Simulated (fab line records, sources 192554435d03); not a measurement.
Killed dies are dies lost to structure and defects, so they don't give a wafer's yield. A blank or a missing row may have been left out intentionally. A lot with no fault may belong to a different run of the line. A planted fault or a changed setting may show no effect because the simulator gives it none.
What tool caused it?	flow n5Finfet	Sampling: 8 lots, 24 wafers, 7 of 1938 route steps

WHAT THE GAUGES READ, wafer by wafer
N5_FIN_SAQP_INSPECT_40: inspects for defects (brightfield).
lot	measured	on	rawDefectCount
L206	day 2 20:31	defectInspect-02	128 190 164
L208	day 3 08:28	defectInspect-02	200 1279 220
L209	day 3 14:44	defectInspect-02	1248 149 1211
L218	day 5 22:13	defectInspect-01	185 159 189
L220	day 6 09:37	defectInspect-02	347 271 167
L221	day 6 14:11	defectInspect-01	242 226 299
L223	day 7 03:08	defectInspect-01	367 175 322
L224	day 7 07:39	defectInspect-01	188 204 151

N5_FIN_CUT_INSPECT_10: inspects for defects (brightfield).
lot	measured	on	rawDefectCount
L206	day 2 21:02	defectInspect-02	31 36 32
L208	day 3 08:51	defectInspect-02	59 1123 45
L209	day 3 15:15	defectInspect-02	1118 29 1108
L218	day 5 22:44	defectInspect-01	38 39 34
L220	day 6 10:01	defectInspect-02	61 43 34
L221	day 6 14:35	defectInspect-01	54 31 70
L223	day 7 03:40	defectInspect-02	65 32 75
L224	day 7 08:02	defectInspect-02	34 42 26

N5_BEOL_M4_RC_MEAS_101.
lot	measured	on	DIBL_N (mV/V)	DIBL_P (mV/V)	IOFF_N (nA/um)	IOFF_P (nA/um)	ION_N (uA/um)	ION_P (uA/um)	SS_N (mV/dec)	SS_P (mV/dec)	VT_N (mV)	VT_P (mV)
L206	day 9 18:23	prober-02	36.5 35.0 36.1	37.3 36.3 37.1	0.167 0.150 0.163	0.198 0.182 0.197	677 679 680	461 452 462	70.8 71.0 71.5	74.3 73.0 73.2	249.8 252.0 248.3	-253.7 -254.3 -251.2
L208	day 9 16:45	prober-01	36.4 37.3 35.5	35.8 37.5 35.5	0.154 0.167 0.135	0.200 0.220 0.189	679 662 666	463 460 463	72.0 71.9 71.7	73.5 74.8 72.9	249.3 248.3 249.8	-250.5 -250.0 -253.4
L209	day 10 14:52	prober-02	36.6 37.2 36.1	35.2 36.9 34.5	0.144 0.167 0.141	0.217 0.244 0.198	665 671 659	462 464 449	71.6 72.1 71.9	73.5 74.2 72.5	252.7 248.3 253.3	-248.6 -249.5 -251.8
L218	day 12 14:05	prober-02	37.4 39.0 36.4	34.7 36.7 33.5	0.139 0.163 0.121	0.161 0.193 0.149	679 689 669	457 463 452	71.0 71.4 71.3	72.6 73.7 72.6	251.0 248.7 252.4	-255.2 -253.3 -252.7
L220	day 13 14:47	prober-01	36.5 36.6 36.1	36.9 37.0 36.0	0.146 0.141 0.139	0.178 0.178 0.168	671 660 674	459 451 457	70.9 70.4 71.4	73.0 72.9 73.4	250.3 250.9 249.9	-251.8 -254.6 -253.8
L221	day 13 14:14	prober-02	34.5 33.8 35.7	36.0 35.6 37.6	0.143 0.137 0.164	0.198 0.187 0.223	681 665 681	470 466 467	71.5 71.2 71.5	73.3 73.1 73.5	252.2 253.1 249.4	-248.9 -253.0 -251.9
L223	day 13 17:28	prober-02	36.1 36.2 35.4	36.0 36.6 35.8	0.162 0.164 0.149	0.183 0.187 0.176	675 668 669	454 455 452	71.9 72.0 71.4	73.0 73.8 73.1	250.0 248.5 250.2	-253.1 -255.2 -256.0
L224	day 14 01:35	prober-02	35.1 35.0 35.1	35.8 36.8 36.6	0.128 0.132 0.138	0.167 0.175 0.171	669 668 672	455 454 456	71.1 71.7 71.8	73.3 73.4 73.2	255.3 253.2 252.9	-254.2 -253.3 -257.5

EACH LOT AND THE TOOL THAT RAN IT (in order: tool; ch and the chambers of the sampled wafers; start)
lot	N5_FIN_SAQP_ETCH_69	N5_FIN_SAQP_ETCH_67	N5_FIN_SAQP_SPACER2_ALD_28	N5_FIN_SAQP_STRIP_77
L206	rieDiel-04 ch 2,3, day 2 18:56	rieDiel-04 ch 2,3, day 2 19:00	aldSin-04 ch 0,1,3, day 2 19:17	rieDiel-02 ch 1,3, day 2 20:01
L208	rieDiel-02 ch 1,2,3, day 3 07:03	rieDiel-02 ch 1,2,3, day 3 07:07	aldSin-04 ch 1,2, day 3 07:21	rieDiel-04 ch 0,3, day 3 08:01
L209	rieDiel-05 ch 0,1,3, day 3 13:20	rieDiel-05 ch 0,1,3, day 3 13:23	aldSin-04 ch 1,3, day 3 13:38	rieDiel-02 ch 1,2, day 3 14:17
L218	rieDiel-04 ch 2,3, day 5 20:37	rieDiel-04 ch 2,3, day 5 20:41	aldSin-03 ch 1,2, day 5 20:56	rieDiel-04 ch 0,2,3, day 5 21:46
L220	rieDiel-05 ch 1,3, day 6 06:55	rieDiel-05 ch 1,3, day 6 06:58	aldSin-04 ch 0,2,3, day 6 08:28	rieDiel-05 ch 0,1,3, day 6 09:10
L221	rieDiel-04 ch 1,3, day 6 12:38	rieDiel-04 ch 1,3, day 6 12:41	aldSin-04 ch 0,2,3, day 6 12:58	rieDiel-05 ch 1,3, day 6 13:45
L223	rieDiel-04 ch 1,2,3, day 7 00:18	rieDiel-04 ch 1,2,3, day 7 00:22	aldSin-04 ch 1,2,3, day 7 02:02	rieDiel-04 ch 0,2,3, day 7 02:41
L224	rieDiel-05 ch 0,1, day 7 06:14	rieDiel-05 ch 0,1, day 7 06:18	aldSin-04 ch 0,1, day 7 06:32	rieDiel-04 ch 0,3, day 7 07:12
- N5_FIN_SAQP_ETCH_69: etches SOC in N2/H2, stops on SiNx, target depth 150 nm.
- N5_FIN_SAQP_ETCH_67: etches SiNx in CH3F/O2, target depth 30 nm.
- N5_FIN_SAQP_SPACER2_ALD_28: deposits SiO2, target thk 8.1 nm, pulse time 1 s, purge time 2 s.
- N5_FIN_SAQP_STRIP_77: strips in N2/H2, time 90 s.

WHAT THE TOOLS THEMSELVES READ (means of the sampled wafers that have a number; where no wafer has one, the mark that the record gives instead)
N5_FIN_SAQP_ETCH_69.
lot	tool	biasW (W)	drypumpMotorCurrentA (A)	oesProductAu (a.u.)	rfVppV (V)	showerheadPlenumPTorr (Torr)	throttleValvePct (%)
L206	rieDiel-04	61.02	6.0	0.83	240.5	2.53	17.76
L208	rieDiel-02	60.95	5.9	0.77	241.7	2.63	17.77
L209	rieDiel-05	60.88	5.7	0.77	240.7	2.55	17.84
L218	rieDiel-04	60.81	6.1	0.84	239.6	2.50	17.86
L220	rieDiel-05	61.03	5.7	0.75	239.1	2.44	17.99
L221	rieDiel-04	60.89	6.1	0.73	239.9	2.45	17.68
L223	rieDiel-04	60.98	6.1	0.77	239.7	2.47	17.78
L224	rieDiel-05	60.83	5.5	0.76	240.4	2.55	17.74

N5_FIN_SAQP_ETCH_67.
lot	tool	biasW (W)	drypumpMotorCurrentA (A)	oesProductAu (a.u.)	rfVppV (V)	showerheadPlenumPTorr (Torr)	throttleValvePct (%)
L206	rieDiel-04	73.18	6.0	0.85	299.5	1.98	16.24
L208	rieDiel-02	72.98	5.9	0.79	300.2	2.06	16.26
L209	rieDiel-05	72.61	5.8	0.76	297.3	2.01	16.36
L218	rieDiel-04	73.07	6.1	0.85	298.5	1.96	16.35
L220	rieDiel-05	72.97	5.7	0.75	297.3	1.92	16.51
L221	rieDiel-04	73.10	6.1	0.75	295.6	1.93	16.23
L223	rieDiel-04	72.97	6.1	0.79	295.9	1.94	16.31
L224	rieDiel-05	73.05	5.5	0.75	300.3	2.00	16.28

N5_FIN_SAQP_SPACER2_ALD_28.
lot	tool	chamberPressureTorr (Torr)	heaterPowerOuterW (W)	heaterPowerW (W)	precursorPulseHeightRel
L206	aldSin-04	1.996	274	505	1.026
L208	aldSin-04	1.999	269	470	0.983
L209	aldSin-04	2.001	278	513	1.003
L218	aldSin-03	1.998	237	432	0.994
L220	aldSin-04	1.997	270	489	1.000
L221	aldSin-04	2.003	271	488	1.015
L223	aldSin-04	1.999	280	503	1.005
L224	aldSin-04	2.001	263	495	0.997

N5_FIN_SAQP_STRIP_77.
lot	tool	drypumpMotorCurrentA (A)	oesProductAu (a.u.)	rfVppV (V)	showerheadPlenumPTorr (Torr)	throttleValvePct (%)
L206	rieDiel-02	5.8	0.81	45.9	3.54	12.03
L208	rieDiel-04	6.1	0.84	45.5	3.44	12.03
L209	rieDiel-02	6.1	0.75	46.0	3.42	12.30
L218	rieDiel-04	6.2	0.86	44.8	3.41	12.08
L220	rieDiel-05	5.7	0.75	45.4	3.37	12.29
L221	rieDiel-05	6.0	0.73	44.5	3.36	12.46
L223	rieDiel-04	6.2	0.84	45.3	3.41	12.11
L224	rieDiel-04	6.3	0.85	45.6	3.50	12.00

THE ANSWER, worked out from the rows above alone
Rule: the lots themselves supply what counts as usual. The widest of any qualifying gaps counts: lots, ordered by their means at a reading, are off when they make up no more than a third of the lots, leave a main group of 4 or more, and stand apart from it by 3 or more times the standard deviation of that group's means. A main group whose means are all the same, to the digits that the tables above print for the reading, isn't used. A lot without any number at a reading at which 4 lots or more have one is off too. Any other lot the step has rows for is counted as sound. The gauges are gone through in route order, then the tools' own readings, and for those a lot's mean is taken as printed above. At the first step where some lot is off, the reading lying furthest off is the one used; lots without a number count as furthest.
Off at N5_FIN_SAQP_INSPECT_40 (rawDefectCount): L208, L209. For the main group the mean is 221 and the standard deviation 49.
A tool fits if, at a process step before that reading, it ran every lot that is off, and no sound lot after the first of them. Those tools and the gauges at N5_FIN_SAQP_INSPECT_40 are tried in the same way. No candidate that was tried fits.

WHAT THE SIMULATOR PUT IN
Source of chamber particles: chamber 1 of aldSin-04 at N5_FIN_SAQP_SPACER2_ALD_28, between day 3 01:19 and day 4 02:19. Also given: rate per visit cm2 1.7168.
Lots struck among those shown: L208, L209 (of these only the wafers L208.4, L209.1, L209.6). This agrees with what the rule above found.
